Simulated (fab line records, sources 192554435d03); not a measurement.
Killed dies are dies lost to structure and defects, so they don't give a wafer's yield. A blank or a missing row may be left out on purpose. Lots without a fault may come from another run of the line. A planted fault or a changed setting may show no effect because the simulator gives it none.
Problem report in the 8D (eight disciplines) form, filled by code | flow n5_finfet | the parts of the form that need people (team, actions taken, sign-off) are left out

1. THE PROBLEM
rf_fwd_power_W at N5_FIN_SAQP_MANDREL_ETCH_22 reads a mean of 981.3 W on 1 wafer of 1 lot; wafers without a fault read 794.8 W with a standard deviation of 3. That is +62 standard deviations from the usual mean.
The step: etches a-Si in HBr/Cl2, stops on SiNx, target depth 60 nm, bt time 10 s, time 30 s.
First seen on wafer L338.6, day 5 05:46, on rie_si-06. The record holds 24 wafers of 8 lots with a number at this step. Rule for "out", or "out of limits": more than 4 standard deviations from the usual mean. The other wafers with a number count as sound.

2. WHAT IT IS AND WHAT IT IS NOT
question                    | is               | is not
which readings at this step | rf_fwd_power_W   | drypump_motor_current_A, oes_product_au, throttle_valve_pct
which lots                  | L338             | L325, L326, L328, L332, L334, L342, L348
which wafers of those lots  | L338.6           | L338.3, L338.4
read on which tools         | rie_si-06        | rie_si-04, rie_si-05
when                        | from day 5 05:46 | up to then (17 sound wafers); but 6 sound wafers of L342, L348 came after

3. SUSPECTS, AND WHAT RULES EACH OUT
Counting: a tool at a process step up to the reading stays a suspect if it ran every lot that is out. Sound lots after the first of them don't rule it out here, since some wafers of a struck lot are sound.
- pecvd-01 at N5_FIN_SAQP_PECVD_06 (deposits a-Si from SiH4/He, target thk 60 nm, time 48.1 s): kept. It ran the lot that is out, L338 (day 5 04:51); its last sound lot up to then is L332 (day 3 15:46).
- rie_diel-01 at N5_FIN_SAQP_DESCUM_21 (chemistry O2, time 7.9 s): kept. It ran the lot that is out, L338 (day 5 05:29); its last sound lot up to then is L334 (day 4 03:25).
- rie_diel-01 at N5_FIN_SAQP_ETCH_52 (etches SOC in N2/H2, target depth 100 nm, overetch 20 nm, time 150 s): kept. It ran the lot that is out, L338 (day 5 05:35); its last sound lot up to then is L334 (day 4 03:31).
- rie_si-06 at N5_FIN_SAQP_MANDREL_ETCH_22 (etches a-Si in HBr/Cl2, stops on SiNx, target depth 60 nm, bt time 10 s, time 30 s): kept. It ran the lot that is out, L338 (day 5 05:46); its last sound lot up to then is L334 (day 4 03:43). Its own readings are out on those wafers: rf_fwd_power_W.
- Within rie_si-06 at N5_FIN_SAQP_MANDREL_ETCH_22: the wafers that are out ran in chamber 3; their sound lot-mates ran in chambers 0, 2.
Left after counting: pecvd-01 at N5_FIN_SAQP_PECVD_06, rie_diel-01 at N5_FIN_SAQP_DESCUM_21, rie_diel-01 at N5_FIN_SAQP_ETCH_52, rie_si-06 at N5_FIN_SAQP_MANDREL_ETCH_22.

4. THE CAUSE (what the simulator had put in)
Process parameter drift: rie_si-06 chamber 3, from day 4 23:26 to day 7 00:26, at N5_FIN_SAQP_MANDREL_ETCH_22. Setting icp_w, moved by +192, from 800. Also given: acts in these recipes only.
Counting left 4 suspects, and this tool is among them.

5. THE CHAIN OF EFFECTS, in route order
Each row: a reading whose mean over the struck wafers that have a number lies more than 3 standard deviations from the usual. Only readings for which the record gives a usual standard deviation are gone through. hours: the time from each lot's start at the first step in this table that gives one to its start at this step, as a median over the lots. sigmas: the change in usual standard deviations.
hours | step                        | reading           | usual   | on struck wafers | change | sigmas
0     | N5_FIN_SAQP_MANDREL_ETCH_22 | rf_fwd_power_W    | 794.8 W | 981.3            | +186.5 | +62
2     | N5_FIN_SAQP_ETCH_57         | etch_rf_on_time_s | 46.4 s  | 43.5             | -2.9   | -3.7
The process steps in it:
- N5_FIN_SAQP_MANDREL_ETCH_22: etches a-Si in HBr/Cl2, stops on SiNx, target depth 60 nm, bt time 10 s, time 30 s.
- N5_FIN_SAQP_ETCH_57: etches SiNx in CH3F/O2, target depth 32.5 nm, time 46.4 s.
Later measuring or inspecting steps at which every struck wafer that the step has a row for has a number for every such reading, and none has moved that far: N5_BEOL_M4_RC_MEAS_101.

6. WHAT WOULD HAVE CAUGHT IT SOONER
In this record the first reading out of limits was taken at day 5 05:46, 6 hours after the fault began at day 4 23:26.
